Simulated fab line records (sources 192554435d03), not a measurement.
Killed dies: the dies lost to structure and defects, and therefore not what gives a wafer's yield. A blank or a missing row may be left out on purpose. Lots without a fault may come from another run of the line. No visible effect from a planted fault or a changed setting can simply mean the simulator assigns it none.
A single fault, viewed from 2 desks :: flow n5-finfet :: every desk sees just its own numbers, and what lay behind them comes last

DESK OF THE TOOL OWNER: vapor-etch-02
The tool's own readings at N5_STI_FIN_REVEAL_RECESS_09 (chemistry HF/NH3, target SiO2, afs cycles 11, target depth 42.5 nm, sublimation time 60 s): means of the sampled wafers that have a number, for each lot that ran on this tool. If a lot's mean is further than 4 standard deviations from the usual mean, the lot is out of limits and carries the mark OUT (the distance appears in the brackets).
Columns: A = drypump-motor-current-A at N5_STI_FIN_REVEAL_RECESS_09, usual 5.6 A
lot: L230
first seen here: day 2 10:11
A: 5.2

lot: L232
first seen here: day 2 22:18
A: 5.2

lot: L241
first seen here: day 5 07:12
A: 5.3

lot: L245
first seen here: day 6 05:24
A: 5.3

lot: L246
first seen here: day 6 10:52
A: 5.2

lot: L249
first seen here: day 7 04:19
A: 5.3
This desk's finding: nothing out of limits on any of the 6 lots.

FROM THE METROLOGY DESK
Means of the sampled wafers that have a number, per lot and without regard to the tool the lot ran on: this is what the gauges read. If a lot's mean is further than 4 standard deviations from the usual mean, the lot is out of limits and carries the mark OUT (the distance appears in the brackets). Only the readings that lie furthest out on some lot appear, 7 of the 11 it has.
Columns: A = trench-depth-nm at N5_STI_FIN_REVEAL_FIN_H_MEAS_10, usual 52.1 nm; B = DIBL_N at N5_BEOL_M4_RC_MEAS_101, usual 35.8 mV/V; C = DIBL_P at N5_BEOL_M4_RC_MEAS_101, usual 35.6 mV/V; D = IOFF_P at N5_BEOL_M4_RC_MEAS_101, usual 0.20 nA/um; E = ION_N at N5_BEOL_M4_RC_MEAS_101, usual 672 uA/um; F = ION_P at N5_BEOL_M4_RC_MEAS_101, usual 462 uA/um; G = VT_P at N5_BEOL_M4_RC_MEAS_101, usual -251 mV
lot: L230
first seen here: day 2 12:53
A: 52.0
B: 33.8
C: 35.3
D: 0.16
E: 670
F: 454
G: -257

lot: L232
first seen here: day 3 01:01
A: 52.1
B: 35.1
C: 35.3
D: 0.21
E: 681
F: 468
G: -248

lot: L233
first seen here: day 3 07:15
A: 52.0
B: 37.2
C: 35.1
D: 0.22
E: 671
F: 467
G: -248

lot: L238
first seen here: day 4 13:50
A: 52.3
B: 35.5
C: 34.2
D: 0.21
E: 667
F: 465
G: -248

lot: L241
first seen here: day 5 09:54
A: 52.5
B: 35.0
C: 34.8
D: 0.18
E: 679
F: 461
G: -251

lot: L245
first seen here: day 6 08:06
A: 52.6
B: 34.0
C: 34.3
D: 0.22
E: 695
F: 480
G: -246

lot: L246
first seen here: day 6 13:02
A: 54.9
B: 33.2
C: 32.9
D: 0.16
E: 680
F: 472
G: -256

lot: L248
first seen here: day 7 04:22
A: 52.5
B: 36.6
C: 36.8
D: 0.20
E: 675
F: 461
G: -252

lot: L249
first seen here: day 7 07:01
A: 54.3
B: 36.2
C: 35.5
D: 0.17
E: 700
F: 462
G: -254
This desk's finding: nothing out of limits on any of the 9 lots.

BROUGHT TOGETHER
Nothing out of limits was seen by the tool owner's desk.
At the metrology desk, nothing out of limits was observed.

WHAT THE SIMULATOR HAD PUT IN
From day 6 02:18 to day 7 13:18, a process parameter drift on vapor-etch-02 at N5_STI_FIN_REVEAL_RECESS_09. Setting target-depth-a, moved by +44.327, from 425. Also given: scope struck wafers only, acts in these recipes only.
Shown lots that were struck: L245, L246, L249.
